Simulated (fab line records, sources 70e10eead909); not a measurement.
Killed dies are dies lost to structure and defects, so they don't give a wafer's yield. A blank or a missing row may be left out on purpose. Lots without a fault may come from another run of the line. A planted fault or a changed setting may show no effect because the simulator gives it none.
A struck lot beside a sound one | flow nand_harc | 16 steps out of a route of 1159
Sound: wafers L968.1, L968.2, L968.4. Struck: wafers L960.1, L960.5, L960.6. The cause comes at the end.
At each step with rows: each side's tool, then ch and its chambers, then its first start. Under that, the readings that differ: sound wafers | struck wafers | difference of the means | sigmas: that difference in standard deviations of wafers without a fault.
alike: readings whose means differ by less than 2 such deviations, and words and numbers that are the same on both sides. not compared: withheld readings, readings that some wafer has no value for, bounds like >300 that may hide the same value, and numbers for which the record gives no deviation and whose values overlap.
The two part at a step that has a row with sigmas, a row that says differs or no value, or rows on one side only. Numbers that don't overlap but have no deviation are shown without sigmas and don't part them. A reading that every wafer of one side lacks parts them only if that side has two wafers or more.

NHARC_P_START_INSPECT_01:
  sound on defect_inspect-02, day 5 12:02; struck on defect_inspect-01, day 3 12:02
  alike: raw_defect_count
then, 10 steps without rows for these wafers: NHARC_P_ZERO_WELL_PRECLEAN_00 (cleans in SPM, time 600 s); NHARC_P_ZERO_WELL_SRD_01; NHARC_P_ZERO_WELL_PECVD_02 (deposits SiO2, target thk 10 nm); NHARC_P_ZERO_WELL_DEHYDRATE_03 (time 120 s); NHARC_P_ZERO_WELL_HMDS_04 (time 30 s); NHARC_P_ZERO_WELL_COAT_64 (time 65 s); NHARC_P_ZERO_WELL_COAT_05 (resist thk 600 nm); NHARC_P_ZERO_WELL_SOFTBAKE_06 (time 70 s); NHARC_P_ZERO_WELL_EBR_07; NHARC_P_ZERO_WELL_EXPOSE_08 (exposes mask P ZERO, target cd 500 nm).
NHARC_P_ZERO_WELL_PEB_09: peb time 80 s.
  sound on litho_track-03 ch 0, day 5 13:09; struck on litho_track-07 ch 0, day 3 13:09
  reading                  | sound                | struck               | difference | sigmas
  heater_power_total_W (W) | 189.2 189.4 188.9    | 173.0 172.9 172.9    | -16.2      | -21
  plate_temp_C (C)         | 128.04 127.90 127.99 | 119.50 119.48 119.39 | -8.52      | -61
then, 1 step without rows for these wafers: NHARC_P_ZERO_WELL_DEVELOP_10 (time 50 s).
NHARC_P_ZERO_WELL_CD_MEAS_11: target cd 500 nm.
  sound on cd_sem-01 ch 0, day 5 13:14; struck on cd_sem-03 ch 0, day 3 13:14
  reading    | sound             | struck            | difference | sigmas
  cd_nm (nm) | 499.7 500.9 500.6 | 418.1 416.2 418.4 | -82.8      | -64
then, 1 step without rows for these wafers: NHARC_P_ZERO_WELL_HARDBAKE_12 (time 65 s).
-- the record jumps here: 18 days lie between the struck wafers' starts before and after (it left off in module P_ZERO_WELL and takes up again in module END, whose first step shown is number 1159 of the route) --
NHARC_END_SORT_01:
  the record has rows for the struck wafers here (prober-01 ch 0, day 21 14:02) and none for the sound ones

WHERE THEY PART
First at NHARC_P_ZERO_WELL_PEB_09; last, within this record, at NHARC_END_SORT_01.

WHY: what the simulator had put in
Process parameter drift: litho_track-07, from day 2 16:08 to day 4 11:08, at NHARC_P_ZERO_WELL_PEB_09. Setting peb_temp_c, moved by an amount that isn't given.
